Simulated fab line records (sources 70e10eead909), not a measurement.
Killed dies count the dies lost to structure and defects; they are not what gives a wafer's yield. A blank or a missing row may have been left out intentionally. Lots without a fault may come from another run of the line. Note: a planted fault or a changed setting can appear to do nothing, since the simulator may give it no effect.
Chamber matching	flow nandHarc	NHARC_P_M0_ETCH_34 on rieDiel-04 has 4 sister chambers
The step etches the open film in N2/H2, target depth 40 nm, overetch 12 nm, time 43.94 s. 4 wafers are shown with their chamber, then 12 later ones without.

## WAFERS WITH THEIR CHAMBER
wafer	chamber	drypumpMotorCurrentA (A)
L089.2	0	6.41
L089.6	1	6.11
L087.1	3	5.98
L087.6	2	6.02

## WAFERS WITH NO CHAMBER GIVEN
wafer	drypumpMotorCurrentA (A)
L092.3	6.15
L092.4	6.02
L092.6	6.13
L093.2	6.42
L093.4	6.13
L093.5	5.99
L094.1	5.97
L094.3	6.13
L094.4	6.00
L096.1	5.97
L096.3	6.37
L096.6	6.00

## CHAMBER TAKEN BY EACH
wafer	from the rows above	in truth
L092.3	1	1
L092.4	can't be placed: 2 or 3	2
L092.6	1	1
L093.2	0	0
L093.4	1	1
L093.5	can't be placed: 3 or 2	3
L094.1	can't be placed: 3 or 2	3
L094.3	1	1
L094.4	can't be placed: 2 or 3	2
L096.1	can't be placed: 3 or 2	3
L096.3	0	0
L096.6	can't be placed: 2 or 3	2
6 of 12 placed correctly. Unplaceable from these rows: 6, with the true chamber sitting among the candidates in 6. Wrongly placed: 0.
How it was worked out, from the rows above alone: a wafer's distance from a chamber is the root of the sum, over the readings, of the square of ((its reading less the chamber's mean) divided by the reading's scatter). The wafer belongs to the nearest chamber; if the next one is less than 2 further off, it can't be placed. Each chamber's mean is taken over the wafers shown for it. The scatter: with one shown wafer a chamber, the root of the mean of the squares of how far each hidden wafer lies from its nearest shown one.
